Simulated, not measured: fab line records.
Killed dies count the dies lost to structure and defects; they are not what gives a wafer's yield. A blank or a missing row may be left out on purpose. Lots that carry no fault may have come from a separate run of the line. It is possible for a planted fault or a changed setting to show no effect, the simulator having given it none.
A sampling plan put to the test ; flow n5Finfet ; one fab line, 42 faults that these records tell of, each judged on the records of the lots that it struck; 2 more are left out, because the records don't allow judging them
The line's own looks make up the plan; these are the steps of the route where a gauge or inspection reads the wafer and leaves it unchanged. Where struck wafers have a number at a look and the file lists that look's usual mean and standard deviation on fault-free wafers, the look can be judged. Caught: at a look after the fault's first step, the mean of the struck wafers lies 4 or more of those standard deviations (sigma) from the usual mean. On the tool: here the same test is run on the tool's own readings at the fault's steps. Caught also covers a different recipe on the struck wafers, or a record left blank for those wafers only.

## THE FAULTS, as the simulator had put them in
1. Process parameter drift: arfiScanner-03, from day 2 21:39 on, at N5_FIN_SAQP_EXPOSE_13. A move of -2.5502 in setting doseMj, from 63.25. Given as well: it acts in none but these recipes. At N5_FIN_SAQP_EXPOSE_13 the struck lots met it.
2. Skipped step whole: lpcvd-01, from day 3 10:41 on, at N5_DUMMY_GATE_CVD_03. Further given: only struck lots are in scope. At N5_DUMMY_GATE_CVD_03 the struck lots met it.
3. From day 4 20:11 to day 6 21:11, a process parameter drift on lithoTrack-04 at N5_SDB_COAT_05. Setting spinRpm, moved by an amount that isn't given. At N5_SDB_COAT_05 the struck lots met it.
4. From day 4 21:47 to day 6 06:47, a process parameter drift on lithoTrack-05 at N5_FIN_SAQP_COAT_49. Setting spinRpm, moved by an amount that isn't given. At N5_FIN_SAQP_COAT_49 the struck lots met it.
5. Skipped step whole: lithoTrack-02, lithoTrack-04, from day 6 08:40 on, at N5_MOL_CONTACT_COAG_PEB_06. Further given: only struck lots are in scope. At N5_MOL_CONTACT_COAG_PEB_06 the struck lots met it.
6. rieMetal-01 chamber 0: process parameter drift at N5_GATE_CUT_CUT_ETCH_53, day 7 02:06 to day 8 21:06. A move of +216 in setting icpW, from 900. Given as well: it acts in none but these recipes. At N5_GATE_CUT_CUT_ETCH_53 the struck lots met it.
7. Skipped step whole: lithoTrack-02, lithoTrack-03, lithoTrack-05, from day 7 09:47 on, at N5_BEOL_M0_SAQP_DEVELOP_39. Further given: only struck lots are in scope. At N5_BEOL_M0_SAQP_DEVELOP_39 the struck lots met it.
8. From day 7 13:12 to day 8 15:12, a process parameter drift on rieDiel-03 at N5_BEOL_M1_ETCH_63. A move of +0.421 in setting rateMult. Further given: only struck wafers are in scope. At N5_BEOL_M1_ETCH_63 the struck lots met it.
9. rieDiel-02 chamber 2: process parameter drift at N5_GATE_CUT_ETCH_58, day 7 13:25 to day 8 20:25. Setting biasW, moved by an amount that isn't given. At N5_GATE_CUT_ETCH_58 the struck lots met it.
10. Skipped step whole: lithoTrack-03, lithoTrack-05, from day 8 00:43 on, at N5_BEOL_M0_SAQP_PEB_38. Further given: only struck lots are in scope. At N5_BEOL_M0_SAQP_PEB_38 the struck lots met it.
11. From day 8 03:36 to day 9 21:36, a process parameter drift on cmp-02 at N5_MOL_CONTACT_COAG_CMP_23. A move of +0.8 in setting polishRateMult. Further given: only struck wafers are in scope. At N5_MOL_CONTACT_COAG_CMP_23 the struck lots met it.
12. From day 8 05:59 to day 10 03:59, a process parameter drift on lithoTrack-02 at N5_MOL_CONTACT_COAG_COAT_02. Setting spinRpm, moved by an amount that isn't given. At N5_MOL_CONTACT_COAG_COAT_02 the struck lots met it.
13. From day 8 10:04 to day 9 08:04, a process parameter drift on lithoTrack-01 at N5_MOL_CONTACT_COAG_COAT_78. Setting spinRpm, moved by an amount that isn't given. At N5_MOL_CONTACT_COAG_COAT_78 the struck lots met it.
14. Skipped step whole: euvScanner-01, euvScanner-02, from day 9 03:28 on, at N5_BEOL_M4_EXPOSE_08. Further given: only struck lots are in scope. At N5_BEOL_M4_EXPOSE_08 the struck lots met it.
15. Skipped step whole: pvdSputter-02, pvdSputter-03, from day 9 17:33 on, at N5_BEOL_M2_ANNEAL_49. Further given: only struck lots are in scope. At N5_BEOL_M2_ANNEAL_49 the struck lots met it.
16. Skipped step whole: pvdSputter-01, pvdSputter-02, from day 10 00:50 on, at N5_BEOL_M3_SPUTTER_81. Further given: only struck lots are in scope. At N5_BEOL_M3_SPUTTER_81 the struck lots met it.
17. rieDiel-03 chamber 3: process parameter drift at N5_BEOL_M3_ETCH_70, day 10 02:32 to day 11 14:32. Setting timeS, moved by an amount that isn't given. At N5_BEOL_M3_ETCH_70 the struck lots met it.
18. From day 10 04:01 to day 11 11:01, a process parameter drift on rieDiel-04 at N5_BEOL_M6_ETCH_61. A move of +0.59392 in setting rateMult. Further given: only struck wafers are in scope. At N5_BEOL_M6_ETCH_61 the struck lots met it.
19. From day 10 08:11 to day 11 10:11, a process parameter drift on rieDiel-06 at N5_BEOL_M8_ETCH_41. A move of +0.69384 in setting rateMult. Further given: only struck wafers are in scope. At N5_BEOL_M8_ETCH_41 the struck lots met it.
20. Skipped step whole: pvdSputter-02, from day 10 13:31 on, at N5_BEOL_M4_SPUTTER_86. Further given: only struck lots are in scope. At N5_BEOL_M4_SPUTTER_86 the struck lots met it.
21. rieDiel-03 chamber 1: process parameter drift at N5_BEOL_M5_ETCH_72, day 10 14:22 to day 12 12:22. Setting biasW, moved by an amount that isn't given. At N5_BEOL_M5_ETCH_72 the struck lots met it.
22. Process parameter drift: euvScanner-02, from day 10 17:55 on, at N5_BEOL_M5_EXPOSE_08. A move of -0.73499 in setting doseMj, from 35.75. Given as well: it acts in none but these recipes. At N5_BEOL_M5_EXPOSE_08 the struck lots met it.
23. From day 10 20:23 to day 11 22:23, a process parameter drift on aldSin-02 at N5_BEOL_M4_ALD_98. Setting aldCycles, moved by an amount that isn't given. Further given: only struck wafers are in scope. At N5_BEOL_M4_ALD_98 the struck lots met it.
24. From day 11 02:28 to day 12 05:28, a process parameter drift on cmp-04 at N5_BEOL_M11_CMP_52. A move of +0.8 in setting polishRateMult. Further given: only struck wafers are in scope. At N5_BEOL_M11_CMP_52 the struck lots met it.
25. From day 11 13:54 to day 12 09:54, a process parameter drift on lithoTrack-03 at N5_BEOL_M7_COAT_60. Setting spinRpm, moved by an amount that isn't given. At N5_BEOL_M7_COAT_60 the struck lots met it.
26. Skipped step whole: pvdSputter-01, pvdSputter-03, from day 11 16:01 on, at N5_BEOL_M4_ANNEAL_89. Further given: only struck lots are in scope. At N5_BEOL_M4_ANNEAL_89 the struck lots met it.
27. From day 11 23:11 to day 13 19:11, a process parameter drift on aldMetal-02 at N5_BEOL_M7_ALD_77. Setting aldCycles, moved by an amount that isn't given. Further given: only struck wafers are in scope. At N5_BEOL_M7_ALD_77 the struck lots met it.
28. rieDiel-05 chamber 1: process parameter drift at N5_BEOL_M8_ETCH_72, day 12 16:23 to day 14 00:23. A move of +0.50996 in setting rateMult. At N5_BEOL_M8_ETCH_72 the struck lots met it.
29. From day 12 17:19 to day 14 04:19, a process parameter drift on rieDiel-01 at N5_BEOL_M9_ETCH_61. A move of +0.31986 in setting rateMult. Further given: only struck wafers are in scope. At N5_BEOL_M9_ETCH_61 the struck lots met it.
30. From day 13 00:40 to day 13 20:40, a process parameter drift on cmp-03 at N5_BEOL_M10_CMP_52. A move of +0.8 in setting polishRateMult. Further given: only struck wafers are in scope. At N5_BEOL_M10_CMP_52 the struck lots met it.
31. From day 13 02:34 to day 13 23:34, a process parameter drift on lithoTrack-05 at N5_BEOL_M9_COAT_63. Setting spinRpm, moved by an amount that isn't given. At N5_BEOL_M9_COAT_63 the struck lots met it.
32. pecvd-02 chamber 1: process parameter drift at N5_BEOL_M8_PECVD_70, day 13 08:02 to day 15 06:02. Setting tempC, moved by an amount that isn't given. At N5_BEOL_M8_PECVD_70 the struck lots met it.
33. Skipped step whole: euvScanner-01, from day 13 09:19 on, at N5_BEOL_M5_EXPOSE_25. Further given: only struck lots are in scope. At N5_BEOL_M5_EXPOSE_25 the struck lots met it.
34. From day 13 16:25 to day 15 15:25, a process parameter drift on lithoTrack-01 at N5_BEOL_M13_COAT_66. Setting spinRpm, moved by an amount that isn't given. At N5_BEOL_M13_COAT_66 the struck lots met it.
35. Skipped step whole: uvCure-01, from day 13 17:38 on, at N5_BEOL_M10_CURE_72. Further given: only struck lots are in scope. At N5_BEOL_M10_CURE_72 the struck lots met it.
36. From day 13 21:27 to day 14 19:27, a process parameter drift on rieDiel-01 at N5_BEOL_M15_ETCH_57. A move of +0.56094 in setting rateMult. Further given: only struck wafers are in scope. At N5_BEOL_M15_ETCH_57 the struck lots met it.
37. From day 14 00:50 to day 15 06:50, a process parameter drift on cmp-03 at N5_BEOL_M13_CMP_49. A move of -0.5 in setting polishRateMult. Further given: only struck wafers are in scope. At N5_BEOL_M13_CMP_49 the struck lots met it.
38. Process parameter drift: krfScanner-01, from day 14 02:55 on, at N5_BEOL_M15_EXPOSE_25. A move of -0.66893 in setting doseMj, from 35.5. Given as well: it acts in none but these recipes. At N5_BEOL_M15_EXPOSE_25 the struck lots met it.
39. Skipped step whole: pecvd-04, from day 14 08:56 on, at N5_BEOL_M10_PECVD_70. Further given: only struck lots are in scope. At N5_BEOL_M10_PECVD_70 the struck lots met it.
40. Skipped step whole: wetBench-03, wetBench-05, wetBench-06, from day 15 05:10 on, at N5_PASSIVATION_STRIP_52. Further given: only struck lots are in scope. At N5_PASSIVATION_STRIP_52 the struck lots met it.
41. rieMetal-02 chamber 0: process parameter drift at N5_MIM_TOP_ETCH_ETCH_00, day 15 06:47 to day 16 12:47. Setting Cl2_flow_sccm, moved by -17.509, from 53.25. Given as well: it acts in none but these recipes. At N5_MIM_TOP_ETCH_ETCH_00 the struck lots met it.
42. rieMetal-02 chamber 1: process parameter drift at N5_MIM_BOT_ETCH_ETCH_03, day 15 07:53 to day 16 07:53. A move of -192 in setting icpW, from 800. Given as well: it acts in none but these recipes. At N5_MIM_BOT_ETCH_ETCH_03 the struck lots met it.

## WHAT THE PLAN SAW
fault;on the tool itself;first look that catches it;reading, sigma;median hours from its first step to that look;hours from the fault's start to the first struck lot there;judged looks passed uncaught
1;exposureDoseMJCm2 -32 sigma;not the one look that can be judged after it;-;-;-;1
2;the tool's record is blank for the struck wafers;N5_DUMMY_GATE_THK_MEAS_05;thkNm -58;5.8;9;0
3;spinSpeedRpm -99 or beyond sigma;not the one look that can be judged after it;-;-;-;1
4;spinSpeedRpm -99 or beyond sigma;not the one look that can be judged after it;-;-;-;1
5;the tool's record is blank for the struck wafers;no look after it can be judged;-;-;-;0
6;rfFwdPowerW +71 sigma;not the one look that can be judged after it;-;-;-;1
7;the tool's record is blank for the struck wafers;no look after it can be judged;-;-;-;0
8;etchRfOnTimeS -8.3 sigma;none of the 2 looks that can be judged after it;-;-;-;2
9;biasW +69 sigma;not the one look that can be judged after it;-;-;-;1
10;the tool's record is blank for the struck wafers;no look after it can be judged;-;-;-;0
11;under 2 sigma;N5_MOL_CONTACT_COAG_THK_MEAS_29;MD_CAP_THK -17;2.7;9;0
12;spinSpeedRpm -62 sigma;not the one look that can be judged after it;-;-;-;1
13;spinSpeedRpm -89 sigma;not the one look that can be judged after it;-;-;-;1
14;no reading that can be judged;no look after it can be judged;-;-;-;0
15;the tool's record is blank for the struck wafers;not the one look that can be judged after it;-;-;-;1
16;the tool's record is blank for the struck wafers;not the one look that can be judged after it;-;-;-;1
17;runLengthS -48 sigma;not the one look that can be judged after it;-;-;-;1
18;etchRfOnTimeS -11 sigma;no look after it can be judged;-;-;-;0
19;oesProductAu +6.3 sigma;no look after it can be judged;-;-;-;0
20;the tool's record is blank for the struck wafers;not the one look that can be judged after it;-;-;-;1
21;biasW -23 sigma;no look after it can be judged;-;-;-;0
22;exposureDoseMJCm2 -12 sigma;not the one look that can be judged after it;-;-;-;1
23;under 2 sigma;not the one look that can be judged after it;-;-;-;1
24;barrierFieldEndpointS -12 sigma;no look after it can be judged;-;-;-;0
25;spinSpeedRpm -91 sigma;no look after it can be judged;-;-;-;0
26;the tool's record is blank for the struck wafers;not the one look that can be judged after it;-;-;-;1
27;under 2 sigma;no look after it can be judged;-;-;-;0
28;etchRfOnTimeS -11 sigma;no look after it can be judged;-;-;-;0
29;etchRfOnTimeS -8.0 sigma;no look after it can be judged;-;-;-;0
30;barrierFieldEndpointS -15 sigma;not the one look that can be judged after it;-;-;-;1
31;spinSpeedRpm +79 sigma;no look after it can be judged;-;-;-;0
32;susceptorTempC +42 sigma;no look after it can be judged;-;-;-;0
33;no reading that can be judged;no look after it can be judged;-;-;-;0
34;spinSpeedRpm +99 or beyond sigma;no look after it can be judged;-;-;-;0
35;the tool's record is blank for the struck wafers;no look after it can be judged;-;-;-;0
36;oesProductAu +5.2 sigma;not the one look that can be judged after it;-;-;-;1
37;overpolishRunS -99 or beyond sigma;N5_BEOL_M13_THK_MEAS_50;M13_THK +48;0.2;7;0
38;exposureDoseMJCm2 -15 sigma;no look after it can be judged;-;-;-;0
39;the tool's record is blank for the struck wafers;no look after it can be judged;-;-;-;0
40;the tool's record is blank for the struck wafers;no look after it can be judged;-;-;-;0
41;mfcCl2Sccm -99 or beyond sigma;no look after it can be judged;-;-;-;0
42;rfFwdPowerW -65 sigma;no look after it can be judged;-;-;-;0
A dash: the fault is not caught, or the number is missing from these records.

Caught at a look: 3 of 42. Caught on the tool: 37 of 42. By one or the other: 38 of 42.
Caught on the tool alone: faults 1, 3, 4, 5, 6, 7, 8, 9, 10, 12, 13, 15, 16, 17, 18, 19, 20, 21, 22, 24, 25, 26, 28, 29, 30, 31, 32, 34, 35, 36, 38, 39, 40, 41, 42.
Caught at a look alone: fault 11.
Caught by neither: faults 14, 23, 27, 33.

## THINNER SAMPLING
Were the look that catches a fault to measure just every second or every third lot (counted by lot number), the first struck lot would, at worst, be measured this late:
fault;struck lots at that look, in order of time;every lot;every second lot;every third lot
2;L289, L290, L291;9 h;15 h;21 h
11;L595, L596;9 h;16 h;may miss all 2
37;L577, L579, L581;7 h;may miss all 3;26 h
The hour figures run from when the fault began to the first measured lot among those it struck. The limit of 4 sigma was tested on all struck wafers together, so one lot alone may lie under it. Other struck lots may not be in these records.

## THE LONGEST TIMED WAY FROM STEP TO LOOK
Fault 2: a median of 5.8 hours passes between N5_DUMMY_GATE_CVD_03 and N5_DUMMY_GATE_THK_MEAS_05. No look between them can be judged.
